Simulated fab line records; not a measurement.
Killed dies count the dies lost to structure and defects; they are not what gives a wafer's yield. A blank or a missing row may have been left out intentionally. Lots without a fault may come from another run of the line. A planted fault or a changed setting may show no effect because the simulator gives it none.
fab line records	flow nand_harc
[record] lots = 24	wafers = 72	last_day = 33
route steps=1302 shown A_SLIT@937 A_WL_FILL@977 A_CONTACT@983
lots untouched by any fault: they come from a run of this same line in which no faults occurred
start_h: hours from the record's opening day to when the first of the lot's shown wafers began	wait_h: hours elapsed since this lot's preceding step	" unchanged from the row above	L1.1+2: a row that stands for several wafers	- either no value or no given start	* or withheld: withheld	< > ~ a bound
route shown NAME@n: a module of which the file shows steps, and the number in the route of the first	usual: mean/standard deviation taken from wafers without a fault	same: alike in all rows	chamber/n: place in a boat	sites: readings site by site	_std_site: their standard deviation	_edge_site: the outer-site mean with the inner-site mean subtracted	radius_mm: how far each site lies from the wafer's centre	mask NAME#n: copy n	behind: the last tool/chamber to shape the wafer	hold: what put the lot on hold/how long, in hours/how the hold closed	device: names the non-switching transistor (n, p or np)	end of line: tests run on the same wafers once the route is complete	step lacking rows: just its recipe	killed: dies that structure and defects cost at the first sort, which is not the same as the wafer's yield	map: the dies of a wafer, with x for killed, . for not killed, _ for no die there
set.NAME: the setting the step ran with; set.NAME@STEP: the setting that earlier step ran with	model.NAME: the simulator's own value behind a step, which no gauge read
the route's steps for a sample of lots (tables are steps, rows are wafers)
services: from which hour (start_h, from the record's first day; less than 0 if before it) a tool's chamber was out of use, for how many hours, and why
[[steps]]
[step NHARC_A_SLIT_ETCH_24]
[recipe] target_depth_a = 1210	time_s = 60.5	cf4_flow_sccm = 100	chf3_flow_sccm = 30	ar_flow_sccm = 0	rf_w = 500	bias_w = 200	chemistry = CF4/CHF3
[usual] bias_w = 200.1/0.66	drypump_motor_current_A = 5.4/0.37	oes_product_au = 0.965/0.018	rf_vpp_V = 370.9/2.2	showerhead_plenum_p_Torr = 1.58/0.06	throttle_valve_pct = 16.802/0.01
lot.wafer	tool	chamber	start_h	wait_h	bias_w	drypump_motor_current_A	oes_product_au	rf_hours_counter_h	rf_vpp_V	showerhead_plenum_p_Torr	throttle_valve_pct
L076.3	rie_diel-08	0	456.63	0.1	200.4	5.9	0.963	3.9	369.1	1.49	16.800
L076.4	"	1	"	"	200.3	4.9	0.953	3.1	369.1	1.50	16.809
L076.6	"	3	"	"	200.2	6.0	0.985	-	370.0	1.59	16.821
L075.1	rie_diel-12	2	458.29	0.1	200.0	5.2	0.968	0.2	370.6	1.57	16.811
L075.4	"	0	"	"	200.2	5.7	0.983	0.2	369.3	1.52	16.798
L075.5	"	1	"	"	201.0	5.2	0.937	-	366.7	1.50	16.800
L074.1	rie_diel-02	1	460.44	0.1	200.3	5.7	0.958	3.9	371.1	1.59	16.796
L074.5	"	2	"	"	200.4	4.9	0.981	-	374.5	1.63	16.798
L074.6	"	3	"	"	200.2	5.2	0.971	-	373.0	1.63	16.770
L078.3	rie_diel-08	2	508.27	0.1	202.1	5.4	0.957	6.8	367.9	1.47	16.806
L078.1	"	3	"	"	201.3	6.1	0.986	6.9	371.5	1.59	16.799
L078.6	"	2	"	"	201.5	5.4	0.965	-	366.5	1.47	16.788
L079.4	rie_diel-02	1	510.18	0.1	200.7	5.7	0.930	5.9	369.9	1.59	16.786
L079.3	"	2	"	"	200.7	4.9	0.982	5.2	372.4	1.63	16.810
L079.5	"	0	"	"	199.8	5.2	0.943	-	372.2	1.64	16.799
L081.1	rie_diel-08	1	514.56	0.1	199.3	4.9	0.962	7.1	367.4	1.50	16.801
L081.4	"	2	"	"	200.7	5.4	0.973	7.8	366.4	1.47	16.798
L081.6	"	2	"	"	200.1	5.4	0.973	-	368.0	1.47	16.805
L077.4	rie_diel-02	0	514.71	0.1	200.4	5.3	0.955	6.5	371.7	1.64	16.788
L077.6	"	0	"	"	200.7	5.3	0.949	-	373.2	1.64	16.800
L077.5	"	1	"	"	200.8	5.7	0.956	-	371.6	1.59	16.800
L080.4	rie_diel-02	0	520.63	0.1	199.7	5.3	0.964	7.5	373.1	1.64	16.783
L080.3	"	2	"	"	198.8	4.9	0.976	6.7	373.4	1.63	16.808
L080.5	"	0	"	"	199.6	5.2	0.961	-	372.0	1.64	16.805
L082.1	rie_diel-12	1	533.43	0.1	200.2	5.2	0.975	2.9	366.7	1.50	16.797
L082.3	"	2	"	"	200.2	5.2	0.967	3.1	370.3	1.57	16.815
L082.5	"	0	"	"	199.9	5.7	0.976	-	368.6	1.52	16.786
L083.1	rie_diel-02	3	549.98	0.1	199.7	5.3	0.939	9.0	373.4	1.63	16.804
L083.2	"	1	"	"	199.9	5.6	0.912	9.2	371.2	1.59	16.801
L083.6	"	2	"	"	201.0	4.9	0.934	-	372.9	1.63	16.799
L084.1	rie_diel-08	3	566.75	0.1	200.7	6.1	0.961	0.8	371.6	1.59	16.809
L084.6	"	2	"	"	201.1	5.4	0.963	-	367.4	1.47	16.803
L084.5	"	3	"	"	199.7	6.1	0.958	-	371.6	1.59	16.796
L085.3	rie_diel-08	3	578.69	0.1	199.3	6.0	0.917	2.1	370.6	1.59	16.807
L085.6	"	1	"	"	200.2	4.9	0.905	-	367.6	1.50	16.800
L085.5	"	2	"	"	200.5	5.4	0.933	-	367.6	1.47	16.817
L087.1	rie_diel-02	1	592.14	0.1	201.0	5.7	0.970	0.2	371.0	1.59	16.793
L087.6	"	3	"	"	200.5	5.2	0.972	-	371.4	1.63	16.800
L087.5	"	0	"	"	200.0	5.3	0.977	-	372.7	1.64	16.812
L089.3	rie_diel-12	2	592.39	0.1	201.1	5.2	0.975	5.5	371.5	1.57	16.808
L089.2	"	0	"	"	199.3	5.7	0.979	5.4	371.3	1.52	16.805
L089.5	"	2	"	"	200.2	5.2	0.960	-	371.9	1.57	16.805
L088.3	rie_diel-02	1	593.00	0.1	200.2	5.7	0.950	1.2	370.6	1.59	16.793
L088.1	"	0	"	"	200.3	5.3	0.967	0.8	372.9	1.64	16.817
L088.6	"	1	"	"	199.6	5.7	0.956	-	371.3	1.59	16.807
L090.3	rie_diel-02	1	595.82	0.1	200.1	5.7	0.970	1.7	371.9	1.59	16.787
L090.4	"	3	"	"	200.4	5.3	0.971	1.8	372.0	1.63	16.809
L090.2	"	0	"	"	200.0	5.3	0.988	1.3	373.8	1.64	16.810
L086.4	rie_diel-08	0	596.76	0.1	198.4	5.9	0.949	4.3	367.8	1.49	16.808
L086.2	"	1	"	"	200.0	4.9	0.961	3.8	369.6	1.50	16.791
L086.6	"	0	"	"	198.3	5.9	0.947	-	368.6	1.49	16.807
L092.2	rie_diel-02	1	620.27	0.1	199.3	5.7	0.954	4.0	371.3	1.59	16.791
L092.1	"	3	"	"	200.6	5.3	0.983	4.1	372.3	1.63	16.794
L092.5	"	1	"	"	199.8	5.7	0.971	-	370.3	1.59	16.793
L091.2	rie_diel-02	3	627.05	0.1	199.0	5.2	0.977	4.6	371.6	1.63	16.803
L091.6	"	3	"	"	199.5	5.2	0.982	-	372.6	1.63	16.800
L091.5	"	0	"	"	199.6	5.3	0.975	-	372.7	1.64	16.794
L094.4	rie_diel-02	1	637.86	0.1	200.4	5.7	0.982	6.1	371.0	1.59	16.814
L094.3	"	0	"	"	200.9	5.3	0.978	6.2	373.8	1.64	16.799
L094.6	"	1	"	"	199.7	5.7	0.960	-	371.5	1.59	16.800
L093.4	rie_diel-02	0	639.09	0.1	199.2	5.2	0.958	6.7	371.7	1.64	16.813
L093.2	"	3	"	"	200.6	5.3	0.994	5.8	374.0	1.63	16.806
L093.5	"	1	"	"	199.0	5.7	0.957	-	371.0	1.59	16.806
L095.3	rie_diel-02	2	670.13	0.1	200.2	4.9	0.972	7.0	373.2	1.63	16.819
L095.6	"	2	"	"	200.7	4.9	0.972	-	372.9	1.63	16.798
L095.5	"	3	"	"	200.5	5.2	0.980	-	372.6	1.63	16.796
L096.1	rie_diel-08	3	672.49	0.1	199.7	6.0	0.949	8.0	371.8	1.59	16.777
L096.2	"	0	"	"	200.8	5.9	0.986	7.7	367.1	1.49	16.805
L096.5	"	2	"	"	200.2	5.4	0.951	-	366.2	1.47	16.785
L097.3	rie_diel-02	2	686.80	0.1	199.5	4.9	0.968	8.8	373.8	1.63	16.822
L097.4	"	3	"	"	201.5	5.2	0.970	8.6	372.2	1.63	16.807
L097.5	"	2	"	"	199.2	4.9	0.968	-	372.3	1.63	16.811
[step NHARC_A_SLIT_CD_MEAS_21]
[usual] cd_nm = 289.6/0.97
lot.wafer	tool	chamber	start_h	wait_h	cd_nm
L076.3	cd_sem-03	-	462.90	-	290.4
L076.4	"	-	"	"	289.5
L076.6	"	-	"	"	290.6
L075.1	cd_sem-02	-	466.81	-	290.3
L075.4	"	-	"	"	290.1
L075.5	"	-	"	"	290.5
L074.1	cd_sem-02	-	470.57	-	290.1
L074.5	"	-	"	"	290.8
L074.6	"	-	"	"	289.2
L078.1	cd_sem-03	-	514.54	-	288.9
L078.3	"	-	"	"	287.9
L078.6	"	-	"	"	290.2
L079.3	cd_sem-02	-	517.36	-	288.4
L079.4	"	-	"	"	288.2
L079.5	"	-	"	"	288.9
L081.1	cd_sem-02	-	520.77	-	289.0
L081.4	"	-	"	"	289.0
L081.6	"	-	"	"	289.0
L077.4	cd_sem-03	-	521.23	-	289.0
L077.5	"	-	"	"	290.2
L077.6	"	-	"	"	289.9
L080.3	cd_sem-02	-	526.98	-	290.2
L080.4	"	-	"	"	290.0
L080.5	"	-	"	"	290.2
L082.1	cd_sem-02	-	540.18	-	288.6
L082.3	"	-	"	"	289.7
L082.5	"	-	"	"	290.0
L083.1	cd_sem-02	-	556.17	-	290.3
L083.2	"	-	"	"	288.9
L083.6	"	-	"	"	290.0
L084.1	cd_sem-01	-	573.03	-	289.4
L084.5	"	-	"	"	289.6
L084.6	"	-	"	"	288.6
L085.3	cd_sem-02	-	584.85	-	290.8
L085.5	"	-	"	"	289.9
L085.6	"	-	"	"	290.8
L087.1	cd_sem-01	-	598.36	-	287.5
L087.5	"	-	"	"	286.9
L087.6	"	-	"	"	287.2
L089.2	cd_sem-03	-	600.84	-	290.1
L089.3	"	-	"	"	290.2
L089.5	"	-	"	"	290.4
L088.1	cd_sem-01	-	602.22	-	289.4
L088.3	"	-	"	"	289.6
L088.6	"	-	"	"	290.0
L090.2	cd_sem-02	-	604.63	-	290.3
L090.3	"	-	"	"	288.6
L090.4	"	-	"	"	290.4
L086.2	cd_sem-02	-	605.99	-	291.1
L086.4	"	-	"	"	290.2
L086.6	"	-	"	"	289.9
L092.1	cd_sem-01	-	626.62	-	289.6
L092.2	"	-	"	"	291.5
L092.5	"	-	"	"	291.2
L091.2	cd_sem-02	-	638.73	-	290.6
L091.5	"	-	"	"	288.2
L091.6	"	-	"	"	288.8
L094.3	cd_sem-01	-	644.12	-	289.1
L094.4	"	-	"	"	290.6
L094.6	"	-	"	"	290.9
L093.2	cd_sem-02	-	645.37	-	289.1
L093.4	"	-	"	"	288.4
L093.5	"	-	"	"	288.0
L096.1	cd_sem-02	-	678.74	-	289.1
L096.2	"	-	"	"	291.5
L096.5	"	-	"	"	290.0
L095.3	cd_sem-01	-	680.19	0.1	290.7
L095.5	"	-	"	"	290.0
L095.6	"	-	"	"	289.8
L097.3	cd_sem-02	-	693.01	-	289.3
L097.4	"	-	"	"	290.4
L097.5	"	-	"	"	291.2
[step NHARC_A_WL_FILL_CMP_12]
[recipe] t_overpolish_s = 30	target_thk_nm = 100
[usual] motor_current_A = 12.2/0.96	overpolish_run_s = 30.001/0.0092	slurry_flow_ml_min = 150.0/0.5	time_to_endpoint_s = 19/3.7
lot.wafer	tool	chamber	start_h	wait_h	motor_current_A	overpolish_run_s	slurry_flow_ml_min	time_to_endpoint_s
L076.4	cmp-02	3	487.58	0.1	12.1	30.001	150.5	21
L076.3	"	0	"	"	14.1	29.996	150.8	13
L076.6	"	1	"	"	12.7	30.013	150.5	22
L075.4	cmp-03	0	491.28	0.1	11.1	30.010	150.7	21
L075.1	"	3	"	"	11.9	30.010	150.1	18
L075.5	"	0	"	"	11.8	29.996	149.8	21
L074.1	cmp-01	0	494.54	0.2	11.1	29.995	150.2	19
L074.5	"	1	"	"	12.9	29.998	149.8	15
L074.6	"	2	"	"	12.7	30.002	149.8	16
L079.3	cmp-03	3	541.18	0.1	12.4	30.026	149.8	19
L079.4	"	1	"	"	10.7	30.000	150.3	14
L079.5	"	0	"	"	11.8	30.002	149.4	24
L078.3	cmp-01	0	541.23	0.1	10.9	29.996	150.1	21
L078.1	"	1	"	"	12.2	30.002	149.7	12
L078.6	"	2	"	"	11.9	30.002	149.7	14
L081.4	cmp-02	2	544.39	0.1	13.8	29.989	150.2	25
L081.1	"	0	"	"	13.7	29.992	150.4	20
L081.6	"	3	"	"	12.1	30.027	151.0	24
L077.4	cmp-01	3	548.57	0.1	12.4	30.021	150.6	21
L077.6	"	3	"	"	11.9	30.000	151.2	21
L077.5	"	0	"	"	10.8	30.009	150.1	19
L080.4	cmp-02	3	552.97	0.1	11.6	29.993	148.8	22
L080.3	"	1	"	"	12.9	29.995	150.1	21
L080.5	"	3	"	"	11.7	30.002	149.9	22
L082.3	cmp-02	2	564.95	0.1	14.0	30.006	149.8	25
L082.1	"	0	"	"	14.6	29.980	150.4	17
L082.5	"	1	"	"	12.1	29.999	150.0	22
L083.2	cmp-03	1	582.86	0.2	11.0	29.998	150.3	17
L083.1	"	0	"	"	11.3	30.004	150.5	22
L083.6	"	2	"	"	12.2	30.026	149.0	21
L084.1	cmp-03	0	598.51	0.2	11.7	30.000	150.0	22
L084.6	"	2	"	"	11.8	29.998	150.1	21
L084.5	"	3	"	"	12.2	30.000	149.9	20
L085.3	cmp-01	1	610.17	0.1	11.8	30.003	149.8	14
L085.6	"	1	"	"	12.3	30.009	150.0	13
L085.5	"	2	"	"	12.3	30.016	150.0	14
L088.3	cmp-03	3	626.69	0.1	12.4	29.997	149.5	19
L088.1	"	0	"	"	11.6	30.004	149.8	20
L088.6	"	3	"	"	12.3	30.009	149.8	16
L087.1	cmp-01	3	626.74	0.2	11.7	29.999	150.2	20
L087.6	"	0	"	"	11.0	29.991	150.5	15
L087.5	"	1	"	"	12.3	29.998	149.8	13
L089.3	cmp-03	0	629.92	0.1	11.5	30.009	150.1	24
L089.2	"	1	"	"	10.4	30.006	149.5	15
L089.5	"	0	"	"	12.4	29.998	149.6	22
L086.2	cmp-01	0	632.44	0.2	11.6	30.003	149.7	19
L086.4	"	1	"	"	12.4	30.008	149.0	14
L086.6	"	3	"	"	11.3	30.007	150.5	24
L090.2	cmp-02	3	635.33	0.2	11.4	29.998	149.3	22
L090.4	"	1	"	"	13.1	29.991	150.2	23
L090.3	"	2	"	"	14.3	30.000	149.5	24
L092.2	cmp-02	3	650.75	0.1	11.4	30.010	150.3	25
L092.1	"	2	"	"	14.4	29.997	149.9	28
L092.5	"	3	"	"	12.0	29.991	150.0	23
L091.2	cmp-01	1	664.52	0.2	12.4	30.006	149.3	18
L091.5	"	0	"	"	11.7	30.005	149.9	18
L091.6	"	1	"	"	12.1	29.992	149.9	15
L093.4	cmp-01	2	668.49	0.1	12.1	30.006	150.2	17
L093.2	"	0	"	"	11.0	30.008	150.1	17
L093.5	"	1	"	"	12.6	30.002	149.1	19
L094.4	cmp-02	0	668.63	0.1	13.6	30.010	149.2	18
L094.3	"	1	"	"	12.7	29.988	149.7	24
L094.6	"	3	"	"	12.0	30.004	149.3	23
L095.3	cmp-01	1	705.83	0.1	12.6	30.011	150.4	15
L095.6	"	1	"	"	11.9	30.003	150.0	16
L095.5	"	2	"	"	13.2	29.997	149.6	16
L096.2	cmp-02	2	705.86	0.1	14.1	29.994	149.6	22
L096.1	"	1	"	"	12.9	30.002	149.1	21
L096.5	"	2	"	"	13.2	29.991	149.1	24
L097.3	cmp-03	2	718.34	0.2	11.2	30.006	149.9	20
L097.4	"	3	"	"	11.7	29.998	150.0	18
L097.5	"	0	"	"	11.7	29.988	150.5	20
[step NHARC_A_CONTACT_DEP_24]
[recipe] target_thk_a = 5000	temp_c = 400	pressure_torr = 6.5	rf_w = 900	teos_flow_sccm = 161.4	flow_sccm = 2650	target_thk_nm = 500	gas = O2	material = SiO2
[usual] heater_power_w = 600/81	throttle_valve_pct = 16.1/0.59
lot.wafer	tool	chamber	start_h	wait_h	heater_power_w	since_wet_clean_h	throttle_valve_pct
L076.3	pecvd-04	1	488.06	0.1	665	25	16.3
L076.6	"	1	"	"	704	-	16.1
L076.4	"	0	"	"	651	-	16.5
L075.1	pecvd-04	0	491.88	0.1	642	29	16.4
L075.4	"	2	"	"	689	-	15.3
L075.5	"	1	"	"	617	-	16.1
L074.1	pecvd-04	0	495.12	0.2	669	32	16.3
L074.5	"	2	"	"	595	-	15.4
L074.6	"	0	"	"	687	-	16.6
L078.1	pecvd-04	0	541.71	0.1	663	78	16.6
L078.3	"	1	"	"	731	78	16.2
L078.6	"	0	"	"	505	-	16.6
L079.3	pecvd-01	2	541.84	0.2	680	29	15.5
L079.4	"	0	"	"	514	-	17.1
L079.5	"	2	"	"	518	-	15.4
L081.1	pecvd-02	1	545.06	0.2	505	124	17.0
L081.4	"	2	"	"	647	-	16.1
L081.6	"	0	"	"	593	-	16.8
L077.6	pecvd-04	2	549.31	0.2	710	-	15.5
L077.4	"	0	"	"	643	-	16.7
L077.5	"	1	"	"	749	-	16.1
L080.3	pecvd-04	2	553.47	0.1	634	90	15.5
L080.5	"	2	"	"	663	-	15.4
L080.4	"	1	"	"	609	-	16.1
L082.3	pecvd-02	1	565.45	0.1	486	144	17.0
L082.1	"	0	"	"	539	145	16.4
L082.5	"	2	"	"	501	-	16.0
L083.1	pecvd-04	2	583.47	0.1	638	120	15.4
L083.2	"	0	"	"	596	120	16.5
L083.6	"	0	"	"	594	-	16.5
L084.1	pecvd-01	2	599.64	0.7	581	87	15.4
L084.6	"	0	"	"	472	-	17.4
L084.5	"	2	"	"	619	-	15.6
L085.3	pecvd-02	1	610.85	0.2	606	9	16.2
L085.5	"	2	"	"	548	-	15.2
L085.6	"	1	"	"	458	-	16.3
L088.1	pecvd-02	0	627.28	0.1	641	25	15.8
L088.3	"	1	"	"	546	25	16.0
L088.6	"	1	"	"	549	-	16.2
L087.1	pecvd-04	2	627.29	0.2	653	164	15.7
L087.6	"	0	"	"	557	-	16.5
L087.5	"	2	"	"	535	-	15.9
L089.3	pecvd-01	2	630.42	0.1	585	117	15.7
L089.2	"	0	"	"	501	117	17.2
L089.5	"	1	"	"	532	-	16.3
L086.2	pecvd-02	2	633.32	0.4	509	31	15.5
L086.4	"	1	"	"	556	-	15.9
L086.6	"	2	"	"	554	-	15.4
L090.2	pecvd-02	1	635.88	0.1	563	34	16.0
L090.3	"	2	"	"	627	34	15.4
L090.4	"	0	"	"	570	-	15.8
L092.2	pecvd-01	2	651.28	0.1	666	138	15.3
L092.1	"	0	"	"	395	138	17.4
L092.5	"	2	"	"	664	-	15.7
L091.2	pecvd-04	1	665.17	0.2	643	21	16.4
L091.5	"	0	"	"	609	-	16.2
L091.6	"	1	"	"	679	-	16.3
L093.2	pecvd-01	0	669.13	0.2	424	156	17.7
L093.4	"	1	"	"	576	-	16.2
L093.5	"	2	"	"	608	-	15.4
L094.3	pecvd-02	2	669.20	0.1	667	67	15.4
L094.6	"	2	"	"	514	-	15.4
L094.4	"	0	"	"	499	-	16.0
L095.3	pecvd-01	0	706.45	0.1	491	12	17.0
L095.6	"	2	"	"	585	-	15.3
L095.5	"	0	"	"	510	-	17.4
L096.2	pecvd-04	1	706.46	0.1	708	62	16.0
L096.1	"	2	"	"	605	62	15.8
L096.5	"	1	"	"	734	-	16.1
L097.3	pecvd-01	1	718.84	0.1	535	25	16.2
L097.4	"	1	"	"	581	-	16.0
L097.5	"	0	"	"	491	-	16.9
[step NHARC_A_CONTACT_DEP_28]
[recipe] target_thk_a = 70000	temp_c = 400	material = aC
[usual] throttle_valve_pct = 35.000/0.0095
lot.wafer	tool	chamber	start_h	wait_h	throttle_valve_pct
L076.3	acl_dep-02	0	490.66	2.0	35.014
L076.4	"	0	"	"	35.000
L076.6	"	0	492.75	4.1	34.998
L075.1	acl_dep-01	0	494.01	1.6	35.013
L075.4	"	0	496.12	3.8	34.993
L075.5	"	0	"	"	35.008
L074.1	acl_dep-02	0	495.93	0.4	35.000
L074.5	"	0	498.76	3.2	34.995
L074.6	"	0	"	"	35.008
L078.1	acl_dep-03	0	542.32	0.1	34.991
L078.3	"	0	543.74	1.5	35.007
L078.6	"	0	545.86	3.6	35.007
L079.3	acl_dep-02	0	543.73	1.5	35.013
L079.4	"	0	"	"	34.993
L079.5	"	0	"	"	34.986
L081.1	acl_dep-02	0	546.55	1.1	34.998
L081.4	"	0	548.66	3.2	35.002
L081.6	"	0	550.06	4.6	35.004
L077.4	acl_dep-03	0	552.42	2.7	34.986
L077.5	"	0	"	"	35.010
L077.6	"	0	"	"	34.993
L080.3	acl_dep-03	0	557.79	3.8	34.997
L080.4	"	0	"	"	34.987
L080.5	"	0	"	"	35.004
L082.1	acl_dep-01	0	568.76	2.8	34.990
L082.3	"	0	570.12	4.1	34.997
L082.5	"	0	571.48	5.5	34.993
L083.1	acl_dep-01	0	584.01	0.1	34.990
L083.2	"	0	"	"	35.003
L083.6	"	0	587.51	3.6	35.000
L084.1	acl_dep-02	0	600.12	0.1	34.998
L084.5	"	0	602.94	2.9	35.003
L084.6	"	0	"	"	35.006
L085.3	acl_dep-03	0	612.75	1.5	35.014
L085.5	"	0	614.16	2.9	34.985
L085.6	"	0	"	"	35.002
L088.1	acl_dep-01	0	627.82	0.1	34.980
L088.3	"	0	629.25	1.5	35.014
L088.6	"	0	631.38	3.6	35.001
L087.1	acl_dep-03	0	628.35	0.4	34.998
L087.5	"	0	631.14	3.2	35.001
L087.6	"	0	"	"	35.013
L089.2	acl_dep-01	0	632.78	1.8	35.000
L089.3	"	0	"	"	35.009
L089.5	"	0	634.88	3.9	34.972
L086.2	acl_dep-01	0	636.97	3.2	35.002
L086.4	"	0	638.36	4.6	34.995
L086.6	"	0	639.75	6.0	35.007
L090.2	acl_dep-02	0	639.42	3.0	35.000
L090.3	"	0	"	"	35.001
L090.4	"	0	"	"	35.010
L092.1	acl_dep-02	0	651.88	0.1	35.004
L092.2	"	0	"	"	34.990
L092.5	"	0	654.71	2.9	35.004
L091.2	acl_dep-01	0	669.87	4.3	35.006
L091.5	"	0	671.99	6.4	34.993
L091.6	"	0	"	"	35.005
L093.2	acl_dep-01	0	675.97	6.4	35.008
L093.4	"	0	677.41	7.9	35.004
L093.5	"	0	"	"	35.021
L094.3	acl_dep-02	0	676.72	7.0	34.989
L094.4	"	0	"	"	34.993
L094.6	"	0	678.84	9.2	34.979
L096.1	acl_dep-01	0	709.54	2.6	35.000
L096.2	"	0	"	"	34.996
L096.5	"	0	712.37	5.4	34.996
L095.3	acl_dep-03	0	710.15	3.2	35.004
L095.5	"	0	711.59	4.7	35.009
L095.6	"	0	"	"	35.000
L097.3	acl_dep-01	0	720.93	1.5	34.989
L097.4	"	0	"	"	35.027
L097.5	"	0	"	"	35.013
[step NHARC_A_CONTACT_DESCUM_47]
[recipe] time_s = 3	o2_flow_sccm = 200	ar_flow_sccm = 0	bias_power_w = 0	chemistry = O2
[usual] drypump_motor_current_A = 5.7/0.43	oes_product_au = 0.990/0.011	rf_vpp_V = 57.7/0.91	showerhead_plenum_p_Torr = 1.88/0.07	throttle_valve_pct = 11.311/0.0089
lot.wafer	tool	chamber	start_h	wait_h	drypump_motor_current_A	oes_product_au	rf_hours_counter_h	rf_vpp_V	showerhead_plenum_p_Torr	throttle_valve_pct
L076.4	rie_diel-01	0	494.39	0.1	5.9	0.991	34	57.5	1.93	11.306
L076.3	"	1	"	"	5.7	1.020	32	56.7	1.97	11.311
L076.6	"	3	"	"	6.3	0.987	-	58.3	1.79	11.299
L075.1	rie_diel-06	1	499.16	0.1	4.9	0.979	1	58.4	1.86	11.320
L075.4	"	2	"	"	5.8	0.981	1	57.9	1.84	11.309
L075.5	"	1	"	"	4.9	0.985	-	58.0	1.86	11.310
L074.1	rie_diel-13	0	501.13	0.1	5.9	0.991	42	57.4	1.96	11.315
L074.5	"	1	"	"	5.6	1.002	-	58.2	1.97	11.316
L074.6	"	2	"	"	6.1	1.011	-	58.1	2.02	11.320
L079.3	rie_diel-06	1	547.38	0.1	4.9	0.980	8	58.6	1.86	11.299
L079.4	"	2	"	"	5.8	0.979	8	57.1	1.83	11.299
L079.5	"	3	"	"	5.9	0.985	-	58.2	1.89	11.320
L078.1	rie_diel-13	0	547.53	0.1	5.9	0.995	5	57.0	1.96	11.317
L078.3	"	1	"	"	5.5	0.986	5	58.2	1.97	11.310
L078.6	"	3	"	"	5.1	0.983	-	55.4	1.79	11.311
L081.1	rie_diel-06	0	551.56	0.1	6.1	0.995	8	56.8	1.82	11.296
L081.4	"	3	"	"	5.9	0.978	8	58.4	1.89	11.314
L081.6	"	0	"	"	6.1	0.991	-	57.3	1.82	11.314
L077.4	rie_diel-13	2	555.36	0.1	6.1	0.999	9	58.9	2.02	11.319
L077.6	"	0	"	"	5.9	0.993	-	57.7	1.95	11.324
L077.5	"	1	"	"	5.6	1.000	-	59.3	1.97	11.310
L080.3	rie_diel-13	3	561.56	0.1	5.1	0.970	9	58.6	1.79	11.317
L080.4	"	0	"	"	5.9	0.994	9	57.0	1.95	11.315
L080.5	"	0	"	"	5.9	0.996	-	58.9	1.95	11.291
L082.3	rie_diel-06	1	573.85	0.3	4.8	0.984	12	56.8	1.86	11.313
L082.1	"	3	"	"	5.9	0.983	12	59.6	1.89	11.303
L082.5	"	3	"	"	5.8	0.979	-	57.3	1.89	11.317
L083.1	rie_diel-13	3	589.03	0.1	5.1	0.983	20	57.8	1.79	11.310
L083.2	"	0	"	"	5.9	1.002	20	56.5	1.95	11.320
L083.6	"	1	"	"	5.5	0.978	-	58.9	1.97	11.309
L084.1	rie_diel-06	0	605.35	0.1	6.1	0.975	18	56.9	1.82	11.308
L084.5	"	2	"	"	5.9	0.965	-	57.3	1.83	11.317
L084.6	"	3	"	"	5.9	0.979	-	58.2	1.88	11.324
L085.3	rie_diel-13	1	616.50	0.1	5.6	0.991	29	57.9	1.96	11.303
L085.6	"	1	"	"	5.5	0.990	-	57.1	1.96	11.303
L085.5	"	2	"	"	6.1	0.993	-	59.8	2.01	11.300
L088.3	rie_diel-06	3	632.89	0.1	5.9	0.991	22	57.8	1.88	11.314
L088.1	"	0	"	"	6.1	0.983	22	57.4	1.82	11.321
L088.6	"	0	"	"	6.1	0.979	-	57.8	1.82	11.312
L087.1	rie_diel-06	2	633.48	0.1	5.8	0.965	16	57.8	1.83	11.310
L087.6	"	0	"	"	6.1	0.978	-	58.1	1.82	11.319
L087.5	"	1	"	"	4.9	0.976	-	57.2	1.86	11.319
L089.2	rie_diel-06	0	637.21	0.1	6.1	0.995	25	57.1	1.82	11.299
L089.3	"	2	"	"	5.8	0.984	17	58.4	1.83	11.310
L089.5	"	3	"	"	5.8	0.983	-	56.1	1.88	11.312
L086.4	rie_diel-06	0	641.60	0.1	6.1	1.015	26	57.4	1.82	11.317
L086.2	"	1	"	"	4.8	0.984	24	58.1	1.86	11.306
L086.6	"	2	"	"	5.8	0.983	-	57.7	1.83	11.292
L090.2	rie_diel-06	0	643.89	0.1	6.2	0.981	28	56.6	1.81	11.304
L090.4	"	1	"	"	4.9	0.988	25	57.6	1.86	11.326
L090.3	"	2	"	"	5.8	0.970	18	56.4	1.83	11.307
L092.1	rie_diel-13	3	656.93	0.1	5.1	0.993	41	56.3	1.78	11.299
L092.2	"	0	"	"	5.9	0.991	43	56.7	1.94	11.321
L092.5	"	3	"	"	5.1	0.999	-	56.9	1.78	11.330
L091.2	rie_diel-13	2	674.34	0.1	6.1	1.010	48	58.8	2.01	11.301
L091.5	"	0	"	"	5.9	0.987	-	56.8	1.94	11.318
L091.6	"	1	"	"	5.6	0.991	-	57.2	1.96	11.298
L094.3	rie_diel-01	1	680.48	0.1	5.6	1.024	37	58.4	1.95	11.311
L094.4	"	2	"	"	5.9	0.980	34	56.4	1.85	11.310
L094.6	"	1	"	"	5.6	1.008	-	56.0	1.95	11.305
L093.2	rie_diel-06	3	683.22	0.1	5.9	0.992	1	57.6	1.88	11.320
L093.5	"	2	"	"	5.9	1.000	-	58.3	1.83	11.320
L093.4	"	0	"	"	6.1	1.004	-	57.2	1.81	11.324
L095.3	rie_diel-06	0	713.95	0.1	6.1	1.004	6	57.7	1.81	11.314
L095.5	"	0	"	"	6.1	1.002	-	59.3	1.81	11.317
L095.6	"	1	"	"	4.9	0.997	-	58.4	1.85	11.318
L096.2	rie_diel-13	3	714.72	0.1	5.1	1.015	2	58.4	1.78	11.305
L096.1	"	2	"	"	6.1	1.020	3	57.7	2.00	11.299
L096.5	"	0	"	"	5.9	0.996	-	58.3	1.94	11.326
L097.4	rie_diel-06	0	724.78	0.1	6.1	1.002	7	58.1	1.81	11.297
L097.3	"	2	"	"	5.8	0.998	7	58.1	1.83	11.311
L097.5	"	1	"	"	4.9	0.987	-	57.8	1.85	11.304
[[services]]
tool	chamber	start_h	hours	kind
pecvd-04	-	450.39	13.0	pm
pecvd-04	-	463.51	1.0	repair
cmp-01	-	469.63	0.5	repair
rie_diel-06	-	478.67	2.5	repair
rie_diel-06	-	484.20	9.0	pm
rie_diel-13	1	485.28	3.4	repair
cmp-01	-	488.81	4.0	pm
rie_diel-13	3	517.00	2.9	repair
rie_diel-13	2	518.14	4.1	repair
rie_diel-13	-	520.08	9.0	pm
rie_diel-02	1	526.08	8.1	repair
acl_dep-01	-	553.30	13.0	pm
rie_diel-02	2	562.91	7.4	repair
cmp-01	-	570.53	1.5	repair
rie_diel-02	-	570.70	9.0	pm
cmp-01	-	572.45	0.8	repair
rie_diel-13	-	586.75	0.2	repair
cmp-01	-	586.81	4.0	pm
pecvd-04	1	626.18	16.6	repair
pecvd-04	-	631.65	13.0	pm
rie_diel-06	-	660.48	0.3	repair
rie_diel-06	-	661.31	9.0	pm
rie_diel-06	1	670.89	15.1	repair
pecvd-04	0	722.01	3.7	repair
[[key]]
fault none
